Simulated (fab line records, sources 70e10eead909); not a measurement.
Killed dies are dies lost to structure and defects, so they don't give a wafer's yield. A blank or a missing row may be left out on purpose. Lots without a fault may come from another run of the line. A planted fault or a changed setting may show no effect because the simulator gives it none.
Which tool did it? | flow nand_harc | 6 lots, 18 wafers sampled, at 5 steps of a route of 1302

WHAT THE GAUGES READ, wafer by wafer
NHARC_END_SORT_01.
lot  | measured     | on        | killed_at_array
L441 | day 32 13:10 | prober-01 | 674 674 672

WHICH TOOL RAN EACH LOT (tool, then ch and the chambers of the sampled wafers, then the start)
lot  | NHARC_A_STAIRCASE_DESCUM_219       | NHARC_A_STAIRCASE_ETCH_221         | NHARC_A_STAIRCASE_ETCH_227                  | NHARC_A_STAIRCASE_TRIM_231
L428 | rie_diel-01 ch 1,2, day 17 14:52   | rie_diel-01 ch 0,3, day 17 15:06   | rie_diel-01 ch 0,2,3, no start              | rie_diel-01 ch 0,1,3, no start
L430 | rie_diel-01 ch 0,3, day 18 15:17   | rie_diel-01 ch 0,1,3, day 18 15:46 | rie_diel-01 ch 1,2, no start                | rie_diel-07 ch 2,3, no start
L432 | rie_diel-04 ch 0,2,3, day 19 14:13 | rie_diel-04 ch 0,2,3, day 19 14:34 | rie_diel-04 ch 0,2,3, no start              | rie_diel-04 ch 0,2,3, no start
L435 | rie_diel-04 ch 1,2,3, day 20 14:04 | rie_diel-04 ch 0,1,3, day 20 14:21 | rie_diel-04 ch 0,3, no start                | rie_diel-01 ch 0,1,2, no start
L441 | rie_diel-04 ch 1,3, day 23 22:36   | rie_diel-04 ch 1,2, day 23 22:54   | rie_diel-04 ch 2,3, day 32 13:10 or earlier | rie_diel-04 ch 1,3, day 32 13:10 or earlier
L447 | rie_diel-07 ch 0,2,3, day 25 12:06 | rie_diel-07 ch 0,2,3, day 25 12:20 | rie_diel-07 ch 0,1,3, no start              | rie_diel-04 ch 0,1, no start
- NHARC_A_STAIRCASE_DESCUM_219: chemistry O2, time 3 s.
- NHARC_A_STAIRCASE_ETCH_221: etches the open film in C4F8/O2, target depth 100 nm, time 40.5 s.
- NHARC_A_STAIRCASE_ETCH_227: etches the open film in C4F8/O2, target depth 100 nm, time 40.5 s.
- NHARC_A_STAIRCASE_TRIM_231: chemistry O2, time 211.2 s.

THE ANSWER, worked out from the rows above alone
Rule: what is usual is taken from the lots themselves. Put in order of their means at a reading, lots are off if they are a third of the lots or fewer, leave a main group of 4 or more, and stand apart from it by a gap of 3 or more times the standard deviation of the main group's means; of several such gaps the widest counts. A main group whose means are all the same, to the digits that the tables above print for the reading, isn't used. A lot without any number at a reading at which 4 lots or more have one is off too. The other lots that the step has rows for count as sound.
No lot is off at any reading shown: from this, nothing can be told.

WHAT THE SIMULATOR HAD PUT IN
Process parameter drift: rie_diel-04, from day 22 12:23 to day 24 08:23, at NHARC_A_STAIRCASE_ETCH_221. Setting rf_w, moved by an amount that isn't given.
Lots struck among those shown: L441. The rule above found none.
